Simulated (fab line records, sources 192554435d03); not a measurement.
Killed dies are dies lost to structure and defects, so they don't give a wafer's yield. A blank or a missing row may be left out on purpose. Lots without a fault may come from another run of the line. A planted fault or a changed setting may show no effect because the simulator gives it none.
fab line records | flow n5_finfet
record lots=24 wafers=72 last_day=18
route steps=1938 shown HKMG_FIN@451 GATE_CUT@465
lots that met no fault: from a run of the same line without faults
start_h: hours from the record's first day to the start of the lot's first wafer shown | wait_h: hours since the lot's step before | " the same as in the row above | L1.1+2: a row that stands for several wafers | - no value, or no start given | * or withheld: withheld | < > ~ a bound
route shown NAME@n: a module of which the file shows steps, and the number in the route of the first | usual: mean/standard deviation of fault-free wafers | same: alike in all rows | chamber/n: place in a boat | sites: the reading at each site | _std_site: their standard deviation | _edge_site: outer sites' mean less inner sites' | radius_mm: how far each site lies from the wafer's centre | mask NAME#n: copy n | behind: the tool/chamber that last shaped the wafer | hold: why the lot was held/for how many hours/how that ended | device: the transistor (n, p or np) that didn't switch | end of line: the same wafers' tests at the end of the route | a step without rows: its recipe alone | killed: dies lost to structure and defects at the first sort, not the wafer's yield | map: a wafer's dies, x killed, . not, _ none there
set.NAME: the setting as run; set.NAME@STEP: as run at that earlier step | model.NAME: the simulator's own value behind a step, which no gauge read
steps of the route over a sample of lots; a table a step, a row a wafer
services: from which hour (start_h, from the record's first day; less than 0 if before it) a tool's chamber was out of use, for how many hours, and why
## steps
# step N5_HKMG_FIN_ETCH_67
# recipe chemistry=N2/H2 target=SOC target_depth_a=3889 stop_on=TiN ion_energy_ev=100 bias_w=61 pressure_mtorr=30 source_w=850 n2_flow_sccm=200 h2_flow_sccm=200
# usual drypump_motor_current_A=5.7/0.43 oes_product_au=0.77/0.092 rf_vpp_V=240.3/1.2 showerhead_plenum_p_Torr=2.51/0.063 throttle_valve_pct=17.81/0.29
# columns lot.wafer tool chamber start_h wait_h drypump_motor_current_A oes_product_au rf_hours_counter_h rf_vpp_V showerhead_plenum_p_Torr throttle_valve_pct
L074.3 rie_diel-03 2 77.07 - 5.8 0.70 221 238.7 2.41 18.03
L074.4 " 3 " " 5.8 0.81 67 240.3 2.59 17.98
L074.5 " 2 " " 5.8 0.71 - 240.2 2.41 18.04
L075.3 rie_diel-03 2 81.84 - 5.8 0.70 223 238.8 2.41 18.02
L075.4 " 1 " " 5.9 0.68 243 242.3 2.61 17.64
L075.6 " 0 " " 5.2 0.74 - 238.4 2.45 17.88
L076.1 rie_diel-03 2 93.81 - 5.8 0.70 226 237.3 2.41 18.03
L076.2 " 1 " " 5.9 0.68 246 242.0 2.61 17.65
L076.5 " 1 " " 5.9 0.68 - 242.2 2.61 17.65
L077.1 rie_diel-01 1 95.99 - 6.3 0.69 225 239.9 2.49 17.83
L077.3 " 0 " " 4.8 0.70 198 240.6 2.52 18.13
L077.6 " 0 " " 4.9 0.71 - 240.2 2.52 18.11
L078.1 rie_diel-03 0 103.10 - 5.2 0.73 164 239.1 2.45 17.90
L078.4 " 2 " " 5.8 0.70 230 239.0 2.41 18.04
L078.5 " 2 " " 5.8 0.70 - 237.7 2.41 18.05
L079.1 rie_diel-01 0 109.08 - 4.9 0.70 203 241.0 2.52 18.14
L079.3 " 2 " " 5.7 0.94 4 240.4 2.48 17.63
L079.5 " 3 " " 6.1 0.86 - 238.8 2.48 17.36
L080.1 rie_diel-01 2 115.88 - 5.8 0.92 7 239.9 2.48 17.63
L080.4 " 1 " " 6.3 0.68 231 240.8 2.48 17.83
L080.5 " 0 " " 4.9 0.69 - 239.8 2.52 18.15
L081.1 rie_diel-06 2 125.00 - 4.9 0.92 28 241.8 2.60 17.99
L081.3 " 0 " " 5.8 0.80 97 239.2 2.45 17.41
L081.6 " 1 " " 5.8 0.70 - 241.6 2.50 17.88
L082.1 rie_diel-06 2 125.77 - 4.9 0.93 29 240.4 2.60 18.00
L082.4 " 0 " " 5.7 0.79 97 239.8 2.45 17.40
L082.5 " 1 " " 5.7 0.69 - 241.0 2.50 17.90
L083.3 rie_diel-01 2 133.35 - 5.8 0.90 14 240.5 2.48 17.66
L083.5 " 1 " " 6.3 0.67 - 238.8 2.48 17.84
L083.6 " 0 " " 4.8 0.69 - 240.1 2.51 18.16
L084.2 rie_diel-06 1 137.76 - 5.8 0.69 208 240.2 2.50 17.88
L084.5 " 0 " " 5.7 0.80 - 240.3 2.44 17.42
L084.6 " 3 " " 6.0 0.67 - 239.8 2.51 18.14
L085.2 rie_diel-03 1 147.47 - 5.9 0.94 10 241.8 2.60 17.24
L085.3 " 2 " " 5.8 0.68 247 238.9 2.40 18.07
L085.5 " 2 " " 5.8 0.69 - 239.9 2.40 18.09
L086.2 rie_diel-06 2 148.26 - 4.9 0.92 32 242.2 2.60 17.99
L086.3 " 1 " " 5.8 0.69 212 240.8 2.50 17.88
L086.6 " 3 " " 6.1 0.67 - 240.3 2.51 18.15
L087.3 rie_diel-03 0 158.03 - 5.2 0.71 186 240.1 2.44 17.94
L087.4 " 0 " " 5.2 0.71 - 240.4 2.44 17.94
L087.5 " 3 " " 5.8 0.78 - 243.2 2.57 18.04
L088.1 rie_diel-01 2 160.62 - 5.7 0.87 21 238.3 2.47 17.65
L088.2 " 3 " " 6.1 0.83 68 239.8 2.47 17.39
L088.3 " 0 " " 4.9 0.68 224 240.9 2.51 18.17
L089.1 rie_diel-01 2 174.24 - 5.8 0.88 27 239.8 2.47 17.69
L089.3 " 3 " " 6.1 0.83 74 240.1 2.47 17.41
L089.5 " 0 " " 4.8 0.68 - 240.5 2.51 18.20
L090.1 rie_diel-03 1 176.17 - 5.9 0.91 22 241.6 2.59 17.29
L090.2 " 3 " " 5.8 0.77 104 239.6 2.57 18.03
L090.6 " 3 " " 5.8 0.77 - 239.0 2.57 18.04
L091.1 rie_diel-03 0 182.97 - 5.2 0.71 197 239.0 2.44 17.96
L091.4 " 3 " " 5.8 0.77 - 241.6 2.57 18.04
L091.5 " 1 " " 5.9 0.90 - 242.9 2.59 17.29
L092.2 rie_diel-01 0 187.71 - 4.9 0.68 236 240.0 2.51 18.20
L092.4 " 2 " " 5.7 0.86 33 240.2 2.47 17.69
L092.6 " 1 " " 6.3 0.96 - 238.7 2.47 17.43
L093.2 rie_diel-01 0 194.99 - 4.9 0.67 238 240.3 2.50 18.20
L093.3 " 3 " " 6.1 0.81 83 239.8 2.46 17.41
L093.6 " 0 " " 4.9 0.68 - 241.0 2.50 18.20
L094.1 rie_diel-03 1 200.47 - 5.9 0.88 31 241.3 2.59 17.29
L094.2 " 3 " " 5.8 0.77 113 241.5 2.57 18.06
L094.4 " 0 " " 5.2 0.70 203 238.4 2.43 17.97
L095.4 rie_diel-06 2 207.14 - 4.9 0.88 50 242.2 2.59 18.02
L095.5 " 1 " " 5.7 0.68 - 239.9 2.49 17.95
L095.6 " 2 " " 4.9 0.89 - 240.3 2.59 18.03
L096.1 rie_diel-06 2 211.67 - 4.9 0.88 51 240.0 2.59 18.05
L096.3 " 0 " " 5.8 0.77 126 240.1 2.44 17.46
L096.5 " 2 " " 4.9 0.88 - 240.4 2.59 18.04
L097.2 rie_diel-03 3 218.12 - 5.8 0.75 120 241.2 2.56 18.07
L097.3 " 1 " " 5.8 0.87 38 241.5 2.59 17.31
L097.6 " 1 " " 5.9 0.87 - 241.6 2.59 17.31
# step N5_HKMG_FIN_CMP_23
# recipe stop_on=SiNx t_overpolish_s=10 post_cmp_clean=rinse_only down_force_psi=4 platen_rpm=50.289 pad_velocity_m_s=1.0006 target_thk_nm=46.326
# usual motor_current_A=12.1/1.4 overpolish_run_s=10.000/0.0086 time_to_endpoint_s=11.1/2.4
# columns lot.wafer tool chamber start_h wait_h motor_current_A overpolish_run_s time_to_endpoint_s
L074.4 cmp-03 2 78.46 0.0 12.2 9.996 10.5
L074.3 " 1 " " 13.4 10.002 9.4
L074.5 " 3 " " 10.7 9.995 9.6
L075.3 cmp-03 2 83.19 0.1 12.5 9.999 14.5
L075.4 " 3 " " 10.6 10.004 11.0
L075.6 " 2 " " 12.0 9.978 12.6
L076.1 cmp-02 3 95.12 0.0 13.4 10.001 8.4
L076.2 " 2 " " 12.5 10.005 10.2
L076.5 " 3 " " 12.0 9.991 8.9
L077.1 cmp-04 0 97.42 0.2 9.8 10.011 9.8
L077.3 " 1 " " 12.5 9.984 7.4
L077.6 " 3 " " 14.3 9.974 11.0
L078.4 cmp-04 2 104.53 0.2 10.7 10.005 15.9
L078.1 " 3 " " 13.9 10.007 13.8
L078.5 " 1 " " 11.9 9.997 10.7
L079.3 cmp-02 1 110.35 0.0 11.1 9.984 4.6
L079.1 " 2 " " 12.9 10.001 9.6
L079.5 " 2 " " 12.6 10.000 9.2
L080.4 cmp-02 1 117.32 0.2 11.1 9.990 10.5
L080.1 " 2 " " 13.7 10.004 13.4
L080.5 " 3 " " 12.2 9.993 12.9
L081.3 cmp-04 2 126.28 0.0 10.9 10.013 13.5
L081.1 " 0 " " 10.1 10.005 12.3
L081.6 " 2 " " 10.4 10.010 13.7
L082.1 cmp-02 0 127.13 0.1 12.2 9.997 10.8
L082.4 " 2 " " 12.5 9.995 10.4
L082.5 " 3 " " 12.7 10.017 9.4
L083.3 cmp-03 3 134.74 0.1 11.4 9.986 10.5
L083.5 " 3 " " 10.4 9.993 11.7
L083.6 " 0 " " 13.9 9.981 11.2
L084.2 cmp-04 1 139.12 0.1 12.1 10.001 13.5
L084.6 " 0 " " 9.9 9.996 10.9
L084.5 " 1 " " 12.1 9.997 12.0
L085.2 cmp-02 1 148.83 0.1 11.4 9.995 7.2
L085.3 " 3 " " 12.6 9.998 5.7
L085.5 " 0 " " 12.1 9.998 9.4
L086.3 cmp-03 2 149.69 0.2 11.6 10.007 12.7
L086.2 " 3 " " 11.0 10.010 12.4
L086.6 " 1 " " 14.0 10.006 13.0
L087.4 cmp-04 0 159.31 0.0 9.7 9.986 10.0
L087.3 " 1 " " 11.9 10.004 7.6
L087.5 " 1 " " 12.2 10.020 8.4
L088.2 cmp-04 3 161.91 0.0 14.2 9.995 12.2
L088.3 " 0 " " 10.1 9.983 9.3
L088.1 " 1 " " 12.1 10.008 7.2
L089.3 cmp-04 2 175.54 0.0 9.8 10.003 11.8
L089.1 " 3 " " 14.3 10.004 11.7
L089.5 " 2 " " 10.2 10.006 13.1
L090.1 cmp-04 1 177.55 0.1 12.6 10.009 9.8
L090.2 " 3 " " 14.2 10.006 14.6
L090.6 " 0 " " 9.8 9.991 12.1
L091.1 cmp-04 0 184.33 0.1 10.6 9.997 12.5
L091.4 " 1 " " 12.3 10.010 10.5
L091.5 " 0 " " 10.5 10.001 9.5
L092.2 cmp-03 2 189.02 0.0 12.3 10.001 15.3
L092.4 " 3 " " 10.8 10.003 12.6
L092.6 " 2 " " 13.1 10.003 15.6
L093.3 cmp-04 0 196.43 0.2 10.4 9.992 6.3
L093.2 " 1 " " 12.5 10.003 8.5
L093.6 " 3 " " 14.0 10.003 10.9
L094.2 cmp-04 1 201.75 0.0 11.4 9.994 5.5
L094.1 " 2 " " 10.4 9.988 9.0
L094.4 " 3 " " 13.8 9.999 9.4
L095.4 cmp-02 1 208.50 0.1 11.2 9.993 10.2
L095.6 " 0 " " 13.0 9.991 11.0
L095.5 " 1 " " 11.7 10.006 11.2
L096.1 cmp-02 3 213.03 0.1 12.4 10.014 9.5
L096.3 " 0 " " 12.4 10.000 10.3
L096.5 " 3 " " 11.9 9.993 10.1
L097.3 cmp-03 1 219.48 0.1 13.7 9.992 12.9
L097.2 " 2 " " 12.4 10.003 15.0
L097.6 " 1 " " 13.6 10.014 10.7
# step N5_HKMG_FIN_INSPECT_28
# recipe inspect_instrument=darkfield mode=post_cmp
# usual raw_defect_count=42/18
# columns lot.wafer tool chamber start_h wait_h raw_defect_count
L074.3 defect_inspect-02 - 79.18 0.0 27
L074.4 " - " " 27
L074.5 " - " " 38
L075.3 defect_inspect-01 - 83.82 0.0 78
L075.4 " - " " 82
L075.6 " - " " 57
L076.1 defect_inspect-02 - 95.83 0.0 54
L076.2 " - " " 50
L076.5 " - " " 50
L077.1 defect_inspect-01 - 97.97 0.0 45
L077.3 " - " " 37
L077.6 " - " " 48
L078.1 defect_inspect-01 - 105.08 0.0 43
L078.4 " - " " 26
L078.5 " - " " 18
L079.1 defect_inspect-02 - 111.06 0.0 45
L079.3 " - " " 62
L079.5 " - " " 34
L080.1 defect_inspect-01 - 117.87 0.0 36
L080.4 " - " " 38
L080.5 " - " " 41
L081.1 defect_inspect-01 - 126.99 0.0 65
L081.3 " - " " 106
L081.6 " - " " 71
L082.1 defect_inspect-01 - 127.76 0.0 30
L082.4 " - " " 26
L082.5 " - " " 43
L083.3 defect_inspect-01 - 135.45 0.0 33
L083.5 " - " " 50
L083.6 " - " " 46
L084.2 defect_inspect-01 - 139.75 0.0 25
L084.5 " - " " 26
L084.6 " - " " 30
L085.2 defect_inspect-02 - 149.46 0.0 33
L085.3 " - " " 32
L085.5 " - " " 58
L086.2 defect_inspect-02 - 150.24 0.0 86
L086.3 " - " " 54
L086.6 " - " " 43
L087.3 defect_inspect-02 - 160.02 0.0 44
L087.4 " - " " 67
L087.5 " - " " 62
L088.1 defect_inspect-01 - 162.62 0.0 110
L088.2 " - " " 28
L088.3 " - " " 83
L089.1 defect_inspect-01 - 176.25 0.0 33
L089.3 " - " " 28
L089.5 " - " " 52
L090.1 defect_inspect-01 - 178.18 0.0 45
L090.2 " - " " 47
L090.6 " - " " 24
L091.1 defect_inspect-02 - 184.96 0.0 25
L091.4 " - " " 36
L091.5 " - " " 28
L092.2 defect_inspect-02 - 189.73 0.0 62
L092.4 " - " " 45
L092.6 " - " " 59
L093.2 defect_inspect-02 - 196.98 0.0 25
L093.3 " - " " 51
L093.6 " - " " 26
L094.1 defect_inspect-02 - 202.46 0.0 26
L094.2 " - " " 25
L094.4 " - " " 20
L095.4 defect_inspect-01 - 209.13 0.0 26
L095.5 " - " " 26
L095.6 " - " " 49
L096.1 defect_inspect-02 - 213.66 0.0 47
L096.3 " - " " 22
L096.5 " - " " 55
L097.2 defect_inspect-01 - 220.11 0.0 29
L097.3 " - " " 27
L097.6 " - " " 28
# step N5_GATE_CUT_ETCHBACK_00
# recipe chemistry=SF6/Cl2 target=W pressure_mtorr=8 icp_w=900 bias_w=80 SF6_flow_sccm=40 Cl2_flow_sccm=60
# usual drypump_motor_current_A=5.9/0.42 oes_product_au=0.82/0.1 throttle_valve_pct=27.58/0.25
# columns lot.wafer tool chamber start_h wait_h drypump_motor_current_A oes_product_au rf_hours_counter_h throttle_valve_pct
L074.3 rie_metal-01 1 79.25 0.1 6.2 0.72 - 27.93
L074.4 " 0 " " 5.6 0.79 - 27.32
L074.5 " 0 " " 5.7 0.78 - 27.32
L075.3 rie_metal-01 0 83.90 0.1 5.7 0.78 - 27.32
L075.4 " 1 " " 6.3 0.72 - 27.91
L075.6 " 0 " " 5.7 0.79 - 27.31
L076.1 rie_metal-03 0 95.87 0.0 5.7 0.58 146 27.78
L076.2 " 0 " " 5.7 0.58 - 27.78
L076.5 " 0 " " 5.7 0.58 - 27.77
L077.1 rie_metal-01 1 98.01 0.0 6.3 0.72 60 27.92
L077.3 " 0 " " 5.6 0.78 - 27.33
L077.6 " 0 " " 5.6 0.78 - 27.34
L078.1 rie_metal-01 1 105.12 0.0 6.3 0.72 61 27.92
L078.4 " 0 " " 5.7 0.78 - 27.34
L078.5 " 1 " " 6.2 0.71 - 27.92
L079.1 rie_metal-02 1 111.10 0.0 6.4 0.95 6 27.59
L079.3 " 0 " " 5.1 0.91 - 27.69
L079.5 " 1 " " 6.4 0.94 - 27.57
L080.1 rie_metal-03 1 117.90 0.0 5.8 0.98 1 27.25
L080.4 " 1 " " 5.8 0.98 - 27.24
L080.5 " 1 " " 5.8 0.99 - 27.24
L081.1 rie_metal-02 0 127.02 0.0 5.1 0.91 7 27.69
L081.3 " 1 " " 6.4 0.93 - 27.58
L081.6 " 0 " " 5.1 0.90 - 27.69
L082.1 rie_metal-02 1 127.79 0.0 6.4 0.93 8 27.59
L082.4 " 1 " " 6.4 0.93 - 27.60
L082.5 " 0 " " 5.0 0.90 - 27.69
L083.3 rie_metal-02 1 135.53 0.1 6.4 0.93 - 27.60
L083.5 " 1 " " 6.4 0.92 - 27.58
L083.6 " 0 " " 5.0 0.90 - 27.70
L084.2 rie_metal-01 1 139.79 0.0 6.3 0.71 64 27.94
L084.5 " 1 " " 6.3 0.71 - 27.92
L084.6 " 0 " " 5.7 0.76 - 27.32
L085.2 rie_metal-01 0 149.49 0.0 5.7 0.77 53 27.34
L085.3 " 0 " " 5.7 0.77 - 27.34
L085.5 " 0 " " 5.7 0.78 - 27.34
L086.2 rie_metal-01 0 150.28 0.0 5.7 0.77 53 27.34
L086.3 " 0 " " 5.7 0.77 - 27.34
L086.6 " 1 " " 6.2 0.72 - 27.92
L087.3 rie_metal-01 0 160.09 0.1 5.7 0.76 - 27.32
L087.4 " 1 " " 6.2 0.71 - 27.93
L087.5 " 0 " " 5.7 0.77 - 27.33
L088.1 rie_metal-03 1 162.65 0.0 5.8 0.94 6 27.27
L088.2 " 0 " " 5.7 0.96 4 27.50
L088.3 " 1 " " 5.8 0.95 - 27.24
L089.1 rie_metal-01 0 176.29 0.0 5.7 0.76 55 27.33
L089.3 " 0 " " 5.7 0.76 - 27.33
L089.5 " 0 " " 5.7 0.75 - 27.34
L090.1 rie_metal-01 0 178.22 0.0 5.7 0.76 55 27.34
L090.2 " 1 " " 6.2 0.70 67 27.92
L090.6 " 0 " " 5.7 0.76 - 27.34
L091.1 rie_metal-03 0 184.99 0.0 5.7 0.93 7 27.49
L091.4 " 1 " " 5.8 0.91 - 27.27
L091.5 " 0 " " 5.7 0.93 - 27.49
L092.2 rie_metal-01 1 189.76 0.0 6.2 0.70 69 27.94
L092.4 " 1 " " 6.3 0.70 - 27.90
L092.6 " 1 " " 6.2 0.70 - 27.94
L093.2 rie_metal-01 1 197.01 0.0 6.3 0.70 71 27.93
L093.3 " 0 " " 5.6 0.75 - 27.35
L093.6 " 1 " " 6.2 0.69 - 27.93
L094.1 rie_metal-03 1 202.49 0.0 5.8 0.91 9 27.25
L094.2 " 0 " " 5.7 0.91 8 27.49
L094.4 " 1 " " 5.8 0.91 - 27.26
L095.4 rie_metal-02 0 209.20 0.1 5.0 0.87 - 27.68
L095.5 " 0 " " 5.0 0.87 - 27.69
L095.6 " 1 " " 6.4 0.89 - 27.61
L096.1 rie_metal-02 1 213.69 0.0 6.4 0.88 14 27.60
L096.3 " 1 " " 6.4 0.88 - 27.61
L096.5 " 0 " " 5.0 0.85 - 27.70
L097.2 rie_metal-03 1 220.14 0.0 5.8 0.92 10 27.26
L097.3 " 0 " " 5.7 0.92 - 27.50
L097.6 " 1 " " 5.8 0.91 - 27.28
# step N5_GATE_CUT_PECVD_57
# recipe material=SiNx target_thk_a=210 temp_c=400 precursor=SiH4/NH3/N2 pressure_torr=1.5 rf_w=300
# usual heater_power_w=713/68 showerhead_plenum_p_Torr=5.12/0.069 throttle_valve_pct=39.8/1.6
# columns lot.wafer tool chamber start_h wait_h heater_power_w showerhead_plenum_p_Torr throttle_valve_pct
L074.3 pecvd-01 1 82.08 1.1 703 5.11 41.9
L074.4 " 2 " " 672 5.06 41.9
L074.5 " 1 " " 728 5.09 41.8
L075.3 pecvd-03 2 86.74 1.1 568 5.20 37.6
L075.4 " 1 " " 800 5.14 41.5
L075.6 " 1 " " 793 5.14 41.7
L076.1 pecvd-02 0 98.94 1.1 719 5.18 39.6
L076.2 " 1 " " 853 5.10 40.9
L076.5 " 1 " " 874 5.11 40.6
L077.1 pecvd-03 2 101.11 1.1 630 5.21 37.4
L077.3 " 2 " " 610 5.21 37.2
L077.6 " 2 " " 625 5.20 37.5
L078.1 pecvd-01 2 107.92 1.1 708 5.07 42.1
L078.4 " 1 " " 698 5.11 41.8
L078.5 " 2 " " 703 5.06 42.2
L079.1 pecvd-02 1 113.90 1.1 866 5.11 41.0
L079.3 " 2 " " 751 5.20 38.0
L079.5 " 1 " " 844 5.11 40.9
L080.1 pecvd-03 2 121.09 1.1 608 5.22 37.5
L080.4 " 0 " " 674 5.07 39.0
L080.5 " 1 " " 815 5.15 41.8
L081.1 pecvd-03 1 129.93 1.1 832 5.16 42.0
L081.3 " 0 " " 613 5.05 39.2
L081.6 " 0 " " 641 5.05 39.0
L082.1 pecvd-02 0 130.59 1.1 752 5.16 39.9
L082.4 " 2 " " 710 5.20 38.3
L082.5 " 2 " " 692 5.20 37.8
L083.3 pecvd-01 1 138.32 1.1 721 5.09 41.8
L083.5 " 1 " " 718 5.10 41.5
L083.6 " 0 " " 736 5.00 39.7
L084.2 pecvd-03 2 142.59 1.1 654 5.20 37.4
L084.5 " 2 " " 667 5.22 37.3
L084.6 " 0 " " 701 5.05 39.2
L085.2 pecvd-01 1 152.36 1.1 598 5.09 41.6
L085.3 " 2 " " 769 5.06 42.0
L085.5 " 2 " " 751 5.06 42.1
L086.2 pecvd-02 1 153.71 1.1 847 5.11 41.1
L086.3 " 2 " " 637 5.19 37.9
L086.6 " 2 " " 623 5.20 38.1
L087.3 pecvd-02 2 162.86 1.1 658 5.20 38.2
L087.4 " 2 " " 669 5.20 38.3
L087.5 " 1 " " 772 5.12 40.9
L088.1 pecvd-03 0 165.62 1.1 659 5.07 39.0
L088.2 " 2 " " 654 5.20 37.5
L088.3 " 1 " " 766 5.16 41.7
L089.1 pecvd-03 2 179.09 1.1 657 5.21 37.4
L089.3 " 0 " " 754 5.07 38.9
L089.5 " 0 " " 747 5.06 38.8
L090.1 pecvd-01 1 181.60 1.1 647 5.09 41.7
L090.2 " 2 " " 639 5.06 41.7
L090.6 " 0 " " 704 5.01 39.6
L091.1 pecvd-03 1 188.78 1.1 769 5.14 41.6
L091.4 " 1 " " 780 5.15 41.5
L091.5 " 0 " " 707 5.05 38.8
L092.2 pecvd-01 2 192.81 1.1 737 5.06 42.2
L092.4 " 2 " " 743 5.07 42.1
L092.6 " 0 " " 738 5.01 39.6
L093.2 pecvd-02 1 199.81 1.1 784 5.10 40.4
L093.3 " 2 " " 660 5.21 38.5
L093.6 " 1 " " 776 5.12 40.9
L094.1 pecvd-01 0 205.31 1.1 648 5.00 39.8
L094.2 " 1 " " 730 5.11 41.8
L094.4 " 0 " " 634 5.01 39.6
L095.4 pecvd-03 0 211.99 1.1 743 5.07 38.9
L095.5 " 2 " " 682 5.20 37.4
L095.6 " 1 " " 743 5.14 41.9
L096.1 pecvd-03 0 216.50 1.1 773 5.05 38.8
L096.3 " 1 " " 804 5.14 41.6
L096.5 " 1 " " 785 5.14 41.7
L097.2 pecvd-02 1 222.94 1.1 821 5.10 40.8
L097.3 " 0 " " 743 5.16 39.8
L097.6 " 1 " " 843 5.11 40.6
# step N5_GATE_CUT_HM_DEP_46
# recipe material=SiO2 target_thk_a=1300 temp_c=400 precursor=TEOS/O2 pressure_torr=6.5 rf_w=900 teos_flow_sccm=161.4 gas=O2 flow_sccm=2650 time_s=26.6
# usual heater_power_w=506/71 showerhead_plenum_p_Torr=8.34/0.038 throttle_valve_pct=18.6/0.74
# columns lot.wafer tool chamber start_h wait_h heater_power_w showerhead_plenum_p_Torr throttle_valve_pct
L074.3 pecvd-02 2 82.49 0.0 501 8.36 17.9
L074.4 " 1 " " 668 8.33 19.2
L074.5 " 0 " " 521 8.34 18.5
L075.3 pecvd-03 2 87.16 0.1 420 8.37 17.7
L075.4 " 1 " " 594 8.35 19.5
L075.6 " 1 " " 567 8.34 19.8
L076.1 pecvd-02 2 99.34 0.0 518 8.37 17.7
L076.2 " 1 " " 648 8.32 19.1
L076.5 " 1 " " 655 8.31 19.1
L077.1 pecvd-01 2 101.61 0.0 510 8.31 19.9
L077.3 " 0 " " 518 8.27 18.5
L077.6 " 2 " " 515 8.31 19.7
L078.1 pecvd-02 2 108.33 0.0 545 8.38 17.7
L078.4 " 1 " " 623 8.34 18.9
L078.5 " 0 " " 509 8.36 18.6
L079.1 pecvd-01 0 114.31 0.0 539 8.25 18.7
L079.3 " 2 " " 518 8.30 19.4
L079.5 " 0 " " 552 8.27 18.5
L080.1 pecvd-02 2 121.49 0.0 526 8.34 17.6
L080.4 " 0 " " 416 8.35 18.5
L080.5 " 2 " " 542 8.38 17.9
L081.1 pecvd-03 2 130.33 0.0 467 8.38 17.4
L081.3 " 1 " " 594 8.36 19.4
L081.6 " 1 " " 585 8.36 19.4
L082.1 pecvd-03 0 131.02 0.0 543 8.33 18.3
L082.4 " 1 " " 598 8.37 19.7
L082.5 " 2 " " 345 8.40 17.5
L083.3 pecvd-03 1 138.73 0.0 594 8.37 19.6
L083.5 " 1 " " 593 8.33 19.6
L083.6 " 2 " " 404 8.41 17.3
L084.2 pecvd-02 0 143.02 0.0 512 8.34 18.5
L084.5 " 0 " " 508 8.38 18.6
L084.6 " 1 " " 657 8.33 19.1
L085.2 pecvd-03 0 152.76 0.0 434 8.31 18.5
L085.3 " 1 " " 616 8.34 19.4
L085.5 " 2 " " 460 8.39 17.7
L086.2 pecvd-03 1 154.12 0.0 591 8.33 19.6
L086.3 " 2 " " 441 8.38 18.0
L086.6 " 0 " " 495 8.32 18.2
L087.3 pecvd-03 2 163.26 0.0 415 8.38 17.5
L087.4 " 1 " " 545 8.35 19.4
L087.5 " 2 " " 419 8.39 17.4
L088.1 pecvd-03 2 166.02 0.0 358 8.39 17.4
L088.2 " 1 " " 575 8.34 19.1
L088.3 " 0 " " 518 8.30 18.2
L089.1 pecvd-03 2 179.50 0.0 430 8.38 17.6
L089.3 " 0 " " 478 8.31 18.2
L089.5 " 1 " " 559 8.33 19.3
L090.1 pecvd-02 1 182.01 0.0 548 8.31 19.0
L090.2 " 0 " " 520 8.35 18.6
L090.6 " 2 " " 534 8.39 17.9
L091.1 pecvd-03 2 189.19 0.0 449 8.38 17.7
L091.4 " 0 " " 531 8.31 18.3
L091.5 " 2 " " 461 8.40 17.8
L092.2 pecvd-01 1 193.90 0.0 442 8.34 19.5
L092.4 " 1 " " 447 8.32 19.7
L092.6 " 2 " " 428 8.29 19.3
L093.2 pecvd-03 0 200.24 0.0 513 8.30 17.9
L093.3 " 1 " " 598 8.35 19.1
L093.6 " 1 " " 606 8.34 19.6
L094.1 pecvd-03 1 205.74 0.0 568 8.35 19.3
L094.2 " 0 " " 490 8.31 18.3
L094.4 " 0 " " 512 8.30 18.4
L095.4 pecvd-03 1 212.39 0.1 636 8.37 19.2
L095.5 " 2 " " 439 8.39 17.4
L095.6 " 0 " " 500 8.31 18.5
L096.1 pecvd-01 0 216.90 0.0 424 8.26 18.4
L096.3 " 1 " " 403 8.31 19.3
L096.5 " 1 " " 418 8.31 19.4
L097.2 pecvd-01 0 223.35 0.0 535 8.27 18.3
L097.3 " 1 " " 496 8.31 19.5
L097.6 " 1 " " 507 8.35 19.3
## services
# columns tool chamber start_h hours kind
rie_metal-03 1 64.83 11.2 repair
rie_diel-06 0 76.12 3.5 repair
pecvd-03 0 80.54 13.8 repair
pecvd-03 1 94.01 14.0 repair
pecvd-03 0 96.23 7.6 repair
pecvd-02 1 114.80 17.8 repair
cmp-04 - 116.23 0.2 repair
pecvd-01 - 119.74 4.3 pm
cmp-04 - 121.85 0.5 repair
pecvd-01 2 124.38 24.2 repair
rie_diel-01 3 129.40 7.0 repair
cmp-02 - 131.24 4.0 pm
pecvd-03 - 143.45 0.3 repair
pecvd-03 - 154.35 1.2 repair
cmp-02 - 156.04 6.4 pm
pecvd-01 - 164.59 14.6 pm
cmp-02 - 183.32 16.4 pm
cmp-04 - 185.89 8.7 pm
cmp-02 - 200.38 0.2 repair
rie_diel-03 2 201.74 28.7 repair
pecvd-03 - 203.07 0.6 repair
pecvd-02 - 213.43 0.8 repair
rie_diel-03 - 219.88 28.1 pm
cmp-04 - 221.30 4.0 pm
## key
fault none
